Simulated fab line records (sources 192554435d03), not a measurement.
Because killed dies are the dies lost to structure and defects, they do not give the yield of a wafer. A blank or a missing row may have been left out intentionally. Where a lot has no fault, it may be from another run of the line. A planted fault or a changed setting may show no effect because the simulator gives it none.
A struck lot beside a sound one | flow n5_finfet | 43 steps out of a route of 1938
Sound: the wafers L903.1, L903.2, L903.6. Struck: wafer L912.5 (L912.1, L912.2, from the same lot, were not struck and are left out); the cause is given at the end.
For every step that has rows: the tool of each side, followed by ch and its chambers, followed by its first start. Under that, the readings that differ: sound wafers | struck wafers | difference of the means | sigmas: that difference in standard deviations of wafers without a fault.
alike: readings with means less than 2 such deviations apart, plus words and numbers identical on both sides. not compared: withheld readings, readings lacking a value on some wafer, bounds such as >300 that could conceal the same value, and numbers that have no deviation in the record and whose values overlap.
The two part at a step that has a row with sigmas, a row that says differs or no value, or rows on one side only. Non-overlapping numbers with no deviation appear without sigmas and do not part them. A reading missing from all wafers of one side parts the sides only when that side holds two or more wafers.

first, 9 steps without rows for these wafers: N5_BEOL_M2_ETCH_70 (etches SOC in N2/H2, target depth 80 nm, overetch 24 nm, time 130 s); N5_BEOL_M2_STRIP_71 (strips in N2/H2); N5_BEOL_M2_STRIP_78 (strips in N2/H2); N5_BEOL_M2_VIA_ETCH_34 (etches the open film in C4F6/O2, target depth 69.4 nm, time 65.9 s); N5_BEOL_M2_STRIP_83 (strips in C4F6/O2); N5_BEOL_M2_STRIP_36 (strips in N2/H2); N5_BEOL_M2_TRENCH_ETCH_37 (etches SiOC in C4F6/O2, target depth 55.555 nm, time 29.2 s); N5_BEOL_M2_ETCH_41 (etches SiCN in CH3F/O2, target depth 29.9 nm, time 52.5 s); N5_BEOL_M2_STRIP_97 (strips in N2/H2, time 10 s).
N5_BEOL_M2_OCD_MEAS_38:
  sound on ocd-02 at day 6 23:22; struck on ocd-02 at day 9 20:30
  alike: trench_depth_nm
then, 2 steps without rows for these wafers: N5_BEOL_M2_HM_STRIP_39 (strips TiN in peroxide tin strip, target depth 25 nm, time 158 s); N5_BEOL_M2_SRD_40 (time 30 s).
N5_BEOL_M2_PRECLEAN_42: cleans in residue remover, time 60 s.
  sound on wet_bench-05 ch 0,2,6, day 6 23:28; struck on wet_bench-05 ch 3,6,7, day 9 20:36
then, 1 step without rows for these wafers: N5_BEOL_M2_SRD_43 (time 30 s).
N5_BEOL_M2_CD_MEAS_35: target cd 18 nm, target cd y 22.2 nm.
  sound on cd_sem-03 at day 6 23:31; struck on cd_sem-03 at day 9 20:40
  alike: cd_nm
then, 3 steps without rows for these wafers: N5_BEOL_M2_DEGAS_44 (time 60 s); N5_BEOL_M2_PRE_CLEAN_45 (time 30 s); N5_BEOL_M2_ALD_84 (deposits TaN, pulse time 2 s, purge time 3 s, co reactant purge time 2 s).
N5_BEOL_M2_SURFACE_TREAT_85:
  sound on pvd_sputter-03 at day 6 23:59; struck on pvd_sputter-02 at day 9 21:07
  alike: ar_flow_sccm
  not compared: pressure_mtorr, throttle_valve_pct
then, 1 step without rows for these wafers: N5_BEOL_M2_CVD_47 (deposits Co from CCTBA/H2, target thk 3 nm, time 223.8 s).
N5_BEOL_M2_SPUTTER_48: material Cu, target thk 4.5 nm, time 8.29 s.
  sound on pvd_sputter-03 at day 7 00:34; struck on pvd_sputter-01 at day 9 21:27
  alike: throttle_valve_pct
then, 1 step without rows for these wafers: N5_BEOL_M2_ANNEAL_49 (time 240 s).
N5_BEOL_M2_SPUTTER_79: material Cu, target thk 4.5 nm, time 8.29 s.
  sound on pvd_sputter-03 at day 7 00:47; struck on pvd_sputter-01 at day 9 21:40
  alike: throttle_valve_pct
then, 1 step without rows for these wafers: N5_BEOL_M2_ANNEAL_80 (time 240 s).
N5_BEOL_M2_SPUTTER_81: material Cu, target thk 4.5 nm, time 8.29 s.
  sound on pvd_sputter-03 at day 7 01:00; struck on pvd_sputter-01 at day 9 21:53
  alike: throttle_valve_pct
then, 3 steps without rows for these wafers: N5_BEOL_M2_ANNEAL_82 (time 240 s); N5_BEOL_M2_SPUTTER_86 (material Cu, target thk 4.5 nm, time 8.29 s); N5_BEOL_M2_ANNEAL_87 (time 240 s).
N5_BEOL_M2_SPUTTER_88: material Cu, target thk 4.5 nm, time 8.29 s.
  sound on pvd_sputter-03 at day 7 01:26; struck on pvd_sputter-01 at day 9 22:20
  alike: throttle_valve_pct
then, 11 steps without rows for these wafers: N5_BEOL_M2_ANNEAL_89 (time 240 s); N5_BEOL_M2_SPUTTER_90 (material Cu, target thk 4.5 nm, time 8.29 s); N5_BEOL_M2_ANNEAL_91 (time 240 s); N5_BEOL_M2_SPUTTER_92 (material Cu, target thk 4.5 nm, time 8.29 s); N5_BEOL_M2_ANNEAL_93 (time 240 s); N5_BEOL_M2_SPUTTER_94 (material Cu, target thk 4.5 nm, time 8.29 s); N5_BEOL_M2_ANNEAL_95 (time 240 s); N5_BEOL_M2_SPUTTER_96 (material Cu, target thk 4.5 nm, time 8.29 s); N5_BEOL_M2_ECD_50 (material Cu, target thk 300 nm); N5_BEOL_M2_ANNEAL_51 (time 90 s); N5_BEOL_M2_CMP_52 (polishes, stops on SiOC, t overpolish 6.8 s, target thk 40 nm).
N5_BEOL_M2_THK_MEAS_53: measures by xrf.
  sound on film_metro-01 at day 7 03:26; struck on film_metro-02 at day 10 00:25
  alike: M2_THK
then, 1 step without rows for these wafers: N5_BEOL_M2_PRE_CLEAN_60 (time 15 s).
-- the record jumps here: 5 days lie between the struck wafers' starts before and after (it left off in module BEOL_M2 and takes up again in module PASSIVATION, whose first step shown is number 1936 of the route) --
N5_PASSIVATION_PROBE_49:
  only the struck wafers here have rows in the record (prober-02, day 15 10:11); the sound ones have none

WHERE THEY PART
Only at N5_PASSIVATION_PROBE_49, within this record.

WHY: what had been put in by the simulator
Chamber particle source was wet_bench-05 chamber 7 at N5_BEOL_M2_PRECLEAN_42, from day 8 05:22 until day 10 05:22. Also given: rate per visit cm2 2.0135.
